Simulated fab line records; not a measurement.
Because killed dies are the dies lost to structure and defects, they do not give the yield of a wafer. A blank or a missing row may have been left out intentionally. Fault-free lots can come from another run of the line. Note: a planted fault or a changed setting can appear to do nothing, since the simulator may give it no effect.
Commonality check across tools + flow nand harc + 8 lots and 24 wafers in the sample

== WHAT PROMPTED THE OPENING ==
On 2 of the 8 lots, a flag is raised at NHARC_END_SORT_01 on the reading killed at periphery. Fault-free wafers read 3.9, with a standard deviation of 2.8.
Rule: a lot is flagged when every wafer of it that has a number lies more than 4 standard deviations from that mean, or none has a number. The rest of the lots are taken to be sound.

| lot  | measured     | on        | killed at periphery, wafer by wafer | flag    |
|------|--------------|-----------|-------------------------------------|---------|
| L284 | day 24 18:27 | prober-01 | 3 5 3                               |         |
| L292 | day 28 03:53 | prober-01 | 620 622 613                         | FLAGGED |
| L296 | day 29 08:14 | prober-02 | 639 629 647                         | FLAGGED |
| L299 | day 31 08:51 | prober-02 | 0 0 2                               |         |
| L301 | day 31 11:34 | prober-01 | 4 2 4                               |         |
| L302 | day 32 09:04 | prober-01 | 3 9 7                               |         |
| L305 | day 33 02:56 | prober-01 | 2 3 0                               |         |
| L306 | day 33 05:47 | prober-02 | 6 1 7                               |         |
Averaged over the flagged lots the numbers come to 628.3, +624.4 from the usual (+99 or more standard deviations).

== TOOL THAT RAN EACH LOT ==
The record holds 3 process steps before the reading, out of a route of 1302 steps. Every cell lists first the tool, next ch and the chambers used by the sampled wafers, and last the start.
| lot  | flag    | NHARC_P_GATE_DEGAS_109       | NHARC_P_CONTACT_DEP_30          | NHARC_P_M0_DEP_00               |
|------|---------|------------------------------|---------------------------------|---------------------------------|
| L284 |         | pvd sputter-02, day 6 01:52  | pecvd-02 ch 0,1, day 6 02:55    | pecvd-04 ch 0,2, day 6 07:52    |
| L292 | FLAGGED | pvd sputter-01, day 9 19:51  | pecvd-04 ch 1,2, day 9 20:52    | pecvd-03 ch 0,1, day 10 01:49   |
| L296 | FLAGGED | pvd sputter-02, day 10 23:23 | pecvd-01 ch 0,1, day 11 00:35   | pecvd-04 ch 1,2, day 11 05:34   |
| L299 |         | pvd sputter-02, day 12 13:30 | pecvd-01 ch 1,2, day 12 14:35   | pecvd-04 ch 0,1, day 12 19:21   |
| L301 |         | pvd sputter-02, day 13 16:06 | pecvd-01 ch 1,2, day 13 17:07   | pecvd-04 ch 0,1,2, day 13 22:00 |
| L302 |         | pvd sputter-02, day 13 21:11 | pecvd-01 ch 0,2, day 13 22:11   | pecvd-03 ch 0,1, day 14 03:14   |
| L305 |         | pvd sputter-03, day 14 14:08 | pecvd-04 ch 0,1,2, day 14 15:11 | pecvd-04 ch 1,2, day 14 20:10   |
| L306 |         | pvd sputter-01, day 15 07:31 | pecvd-02 ch 0,1, day 15 08:32   | pecvd-01 ch 0,1, day 15 13:46   |
What is done by these steps:
- NHARC_P_GATE_DEGAS_109: time 60 s.
- NHARC_P_CONTACT_DEP_30: deposits SiNx, target thk 30 nm.
- NHARC_P_M0_DEP_00: deposits SiOC, target thk 150 nm.
- NHARC_END_SORT_01

== FLAGGED OVER TOTAL, TOOL BY TOOL (the gauges that took the reading come last) ==
| step                   | tool           | lots run | flagged | share of the flagged lots | sound lots run after its first flagged lot |
|------------------------|----------------|----------|---------|---------------------------|--------------------------------------------|
| NHARC_P_GATE_DEGAS_109 | pvd sputter-01 | 2        | 1       | some                      | 1 (L306)                                   |
| NHARC_P_GATE_DEGAS_109 | pvd sputter-02 | 5        | 1       | some                      | 3 (L299,L301,L302)                         |
| NHARC_P_GATE_DEGAS_109 | pvd sputter-03 | 1        | 0       | none                      | -                                          |
| NHARC_P_CONTACT_DEP_30 | pecvd-01       | 4        | 1       | some                      | 3 (L299,L301,L302)                         |
| NHARC_P_CONTACT_DEP_30 | pecvd-02       | 2        | 0       | none                      | -                                          |
| NHARC_P_CONTACT_DEP_30 | pecvd-04       | 2        | 1       | some                      | 1 (L305)                                   |
| NHARC_P_M0_DEP_00      | pecvd-01       | 1        | 0       | none                      | -                                          |
| NHARC_P_M0_DEP_00      | pecvd-03       | 2        | 1       | some                      | 1 (L302)                                   |
| NHARC_P_M0_DEP_00      | pecvd-04       | 5        | 1       | some                      | 3 (L299,L301,L305)                         |
| NHARC_END_SORT_01      | prober-01      | 5        | 1       | some                      | 3 (L301,L302,L305)                         |
| NHARC_END_SORT_01      | prober-02      | 3        | 1       | some                      | 2 (L299,L306)                              |

== WHAT IS ALLOWED BY THE TABLE ==
No row of the table ran every flagged lot.

== WHAT HAD BEEN PUT IN BY THE SIMULATOR ==
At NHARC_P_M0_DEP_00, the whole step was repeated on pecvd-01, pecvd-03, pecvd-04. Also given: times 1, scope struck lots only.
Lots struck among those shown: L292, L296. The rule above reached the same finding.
